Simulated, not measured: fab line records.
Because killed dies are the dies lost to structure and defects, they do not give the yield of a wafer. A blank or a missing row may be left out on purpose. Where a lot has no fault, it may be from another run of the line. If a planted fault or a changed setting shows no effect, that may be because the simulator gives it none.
A struck lot beside a sound one    flow n5-finfet    17 out of 1938 route steps
Sound: the wafers L798.3, L798.4, L798.5. The struck wafers were L809.2, L809.4, L809.6. The cause is named last.
Order at every step that has rows: each side's tool, ch and its chambers, its first start. Under that, the readings that differ: sound wafers    struck wafers    difference of the means    sigmas: that difference in standard deviations of wafers without a fault.
alike: same words and numbers on both sides, and readings whose means sit less than 2 such deviations apart. not compared: any withheld reading, any reading some wafer has no value for, any bound like >300 that may hide the same value, and any number with overlapping values for which the record gives no deviation.
A row with sigmas, a row that says differs or no value, or rows on one side alone: a step with any of these is where the two part. Numbers that have no deviation but don't overlap get no sigmas and don't part them. A reading that every wafer of one side lacks parts them only if that side has two wafers or more.

first, 2 steps without rows for these wafers: N5_BEOL_M2_PEB_09 (peb time 60 s); N5_BEOL_M2_DEVELOP_10 (develop time 30 s).
N5_BEOL_M2_CD_MEAS_11 targets a cd of 16.79 nm.
  sound on cd-sem-01 ch 0, day 7 23:05; struck on cd-sem-03 ch 0, day 10 18:56
  alike: cd-nm
N5_BEOL_M2_OVL_MEAS_12:
  sound on overlay-02 ch 0, day 7 23:08; struck on overlay-01 ch 0, day 10 18:59
reading      sound           struck       difference  sigmas
M2_OVL (nm)  -0.4 -0.2 -0.2  1.5 1.2 1.4  +1.6        +2
N5_BEOL_M2_INSPECT_13: inspects for defects (brightfield).
  struck on defect-inspect-02, day 10 19:02; sound on defect-inspect-02, day 7 23:11
  alike: raw-defect-count
N5_BEOL_M2_DESCUM_16: chemistry O2, time 7 s.
  sound on rie-diel-01 ch 1,2,3, day 7 23:23; struck on rie-diel-01 ch 0,1, day 10 19:04
  alike: drypump-motor-current-A, oes-product-au, rf-vpp-V, showerhead-plenum-p-Torr, throttle-valve-pct
  not compared: rf-hours-counter-h
N5_BEOL_M2_ETCH_74: etches underlayer in N2/H2, target depth 6.5 nm, time 5.2 s.
  sound on rie-diel-01 ch 1,2,3, day 7 23:25; struck on rie-diel-01 ch 0,1, day 10 19:06
  alike: drypump-motor-current-A, etch-rf-on-time-s, oes-product-au, rf-vpp-V, showerhead-plenum-p-Torr, throttle-valve-pct
  not compared: rf-hours-counter-h
then, 1 step without rows for these wafers: N5_BEOL_M2_ETCH_63 (etches SiARC in CF4, target depth 15.6 nm, time 26 s).
N5_BEOL_M2_ETCH_64: etches SOC in N2/H2, target depth 75 nm, overetch 22.5 nm, time 121.9 s.
  sound on rie-diel-01 ch 1,2,3, day 7 23:28; struck on rie-diel-01 ch 0,1, day 10 19:09
  alike: drypump-motor-current-A, oes-product-au, rf-vpp-V, showerhead-plenum-p-Torr, throttle-valve-pct
  not compared: rf-hours-counter-h
then, 2 steps without rows for these wafers: N5_BEOL_M2_STRIP_65 (strips in N2/H2); N5_BEOL_M2_STRIP_75 (strips in N2/H2).
N5_BEOL_M2_STRIP_66: strips in CF4.
  sound on rie-diel-01 ch 1,2,3, day 7 23:35; struck on rie-diel-01 ch 0,1, day 10 19:17
  alike: drypump-motor-current-A, oes-product-au, rf-vpp-V, showerhead-plenum-p-Torr, throttle-valve-pct
  not compared: rf-hours-counter-h
N5_BEOL_M2_HM_OPEN_17: chemistry Cl2/BCl3, target TiN, target depth 20 nm, overetch 6 nm.
  sound on rie-metal-02 ch 0,1, day 7 23:40; struck on rie-metal-02 ch 1, day 10 19:19
  no value came back on the struck wafers for any of 5 readings (bcl3-flow-sccm (sccm), bias-w (W) and others); on the sound wafers bcl3-flow-sccm (sccm) reads 21.71 21.78 21.63
reading                                   sound         struck          difference  sigmas
model.SOC_of_BEOL_M2_COAT_61.thk-nm (nm)  52.4 52 52.2  59.8 59.8 59.8  +7.6        
  not compared: rf-hours-counter-h
N5_BEOL_M2_STRIP_19: strips in O2.
  sound on rie-diel-06 ch 0,2,3, day 7 23:44; struck on rie-diel-01 ch 0,1,3, day 10 19:34
  alike: drypump-motor-current-A, oes-product-au, rf-vpp-V, showerhead-plenum-p-Torr, throttle-valve-pct
  not compared: rf-hours-counter-h
N5_BEOL_M2_CD_MEAS_18: pitch 36 nm, target cd 18 nm.
  struck on cd-sem-01, day 10 19:38; sound on cd-sem-01, day 7 23:49
reading     sound           struck  difference                     sigmas
cd-nm (nm)  18.7 18.1 18.4  - - -   no value on the struck wafers  
then, 1 step without rows for these wafers: N5_BEOL_M2_COAT_67 (time 60 s, resist thk 60 nm).
N5_BEOL_M4_RC_MEAS_101:
  the record has rows for the sound wafers here (prober-02 ch 0, day 9 03:14) and none for the struck ones

WHERE THEY PART
First at N5_BEOL_M2_OVL_MEAS_12; last, within this record, at N5_BEOL_M4_RC_MEAS_101.

WHY: the cause the simulator had injected
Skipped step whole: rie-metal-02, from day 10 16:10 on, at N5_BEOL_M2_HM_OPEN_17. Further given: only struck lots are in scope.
